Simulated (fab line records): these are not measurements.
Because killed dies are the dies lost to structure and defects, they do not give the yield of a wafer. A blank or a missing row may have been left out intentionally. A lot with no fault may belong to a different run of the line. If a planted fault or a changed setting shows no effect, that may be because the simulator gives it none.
Comparing a struck lot with a sound one / flow n5_finfet / 15 steps out of a route of 1938
Sound: wafers L977.1, L977.3, L977.4. The struck wafers were L985.1, L985.3, L985.5. The cause comes at the end.
Order at every step that has rows: each side's tool, ch and its chambers, its first start. Under that, the readings that differ: sound wafers / struck wafers / difference of the means / sigmas: that difference in standard deviations of wafers without a fault.
alike: readings whose means differ by less than 2 such deviations, and words and numbers that are the same on both sides. not compared: withheld readings, readings that some wafer has no value for, bounds like >300 that may hide the same value, and numbers for which the record gives no deviation and whose values overlap.
The two part at a step that has a row with sigmas, a row that says differs or no value, or rows on one side only. When numbers do not overlap yet have no deviation, they are printed without sigmas and do not part them. A reading missing from all wafers of one side parts the sides only when that side holds two or more wafers.

N5_BEOL_M9_ANNEAL_51: time 90 s.
  sound on rtp_anneal-02 ch 0, day 10 10:05; struck on rtp_anneal-02 ch 0, day 12 20:18
  alike: wafer_temp_C_max
then, 1 step without rows for these wafers: N5_BEOL_M9_CMP_52 (polishes, stops on SiCOH lowk, t overpolish 7 s, target thk 140 nm).
N5_BEOL_M9_THK_MEAS_53: measures by xrf.
  sound: film_metro-02 at day 10 10:41; struck: film_metro-01 at day 12 20:53
  alike: M9_THK
then, 2 steps without rows for these wafers: N5_BEOL_M9_PRE_CLEAN_55 (time 15 s); N5_BEOL_M9_DEP_56 (deposits SiCN from 3MS/NH3, target thk 15 nm, time 26.5 s).
N5_BEOL_M9_RS_MEAS_57: measurement is done with a four-point probe.
  sound: film_metro-02 at day 10 10:49; struck: film_metro-01 at day 12 21:02
  alike: M9_RS
N5_BEOL_M9_INSPECT_58: inspects for defects (darkfield).
  sound: defect_inspect-01 at day 10 10:51; struck: defect_inspect-01 at day 12 21:03
  alike: raw_defect_count
N5_BEOL_M10_ILD_DEP_00: deposits SiCOH lowk from DEMS/porogen, target thk 308.51 nm, time 58 s.
  sound on pecvd-03 ch 0,1, day 10 10:53; struck on pecvd-03 ch 0,1, day 12 21:05
  alike: heater_power_w, showerhead_plenum_p_Torr, throttle_valve_pct
N5_BEOL_M10_CURE_71: cures SiCOH lowk, time 240 s.
  sound on uv_cure-01 ch 0, day 10 11:02; struck on uv_cure-02 ch 0, day 12 21:16
  alike: lamp_power_pct, wafer_temp_C_max
N5_BEOL_M10_THK_MEAS_01:
  sound: film_metro-02 at day 10 11:33; struck: film_metro-01 at day 12 21:47
  alike: M10_ILD_THK
N5_BEOL_M10_PECVD_70: deposits SiO2 from TEOS/O2, target thk 20 nm, time 22.7 s.
  sound on pecvd-01 ch 1,2, day 10 11:35; struck on pecvd-01 ch 1,2, day 12 21:49
  alike: heater_power_w, showerhead_plenum_p_Torr, throttle_valve_pct
N5_BEOL_M10_HM_DEP_02: deposits TiN, target thk 20 nm.
  sound: pvd_sputter-01 at day 10 12:04; struck: pvd_sputter-03 at day 12 22:14
  alike: throttle_valve_pct
N5_BEOL_M10_COAT_59: time 60 s, resist thk 100 nm.
  sound on litho_track-05 ch 0, day 10 12:11; struck on litho_track-05 ch 0, day 12 22:22
reading=heater_power_total_W (W); sound=498.7 503.0 500.8; struck=474.0 473.6 472.7; difference=-27.4; sigmas=-15
reading=plate_temp_C (C); sound=250.01 250.15 250.06; struck=239.09 238.91 239.45; difference=-10.92; sigmas=-61
  alike: chill_plate_temp_C
then, 2 steps without rows for these wafers: N5_BEOL_M10_COAT_60 (time 60 s, resist thk 30 nm); N5_PASSIVATION_PROBE_49.

== WHERE THEY PART ==
Within this record, at N5_BEOL_M10_COAT_59 only.

WHY: what the simulator had put in
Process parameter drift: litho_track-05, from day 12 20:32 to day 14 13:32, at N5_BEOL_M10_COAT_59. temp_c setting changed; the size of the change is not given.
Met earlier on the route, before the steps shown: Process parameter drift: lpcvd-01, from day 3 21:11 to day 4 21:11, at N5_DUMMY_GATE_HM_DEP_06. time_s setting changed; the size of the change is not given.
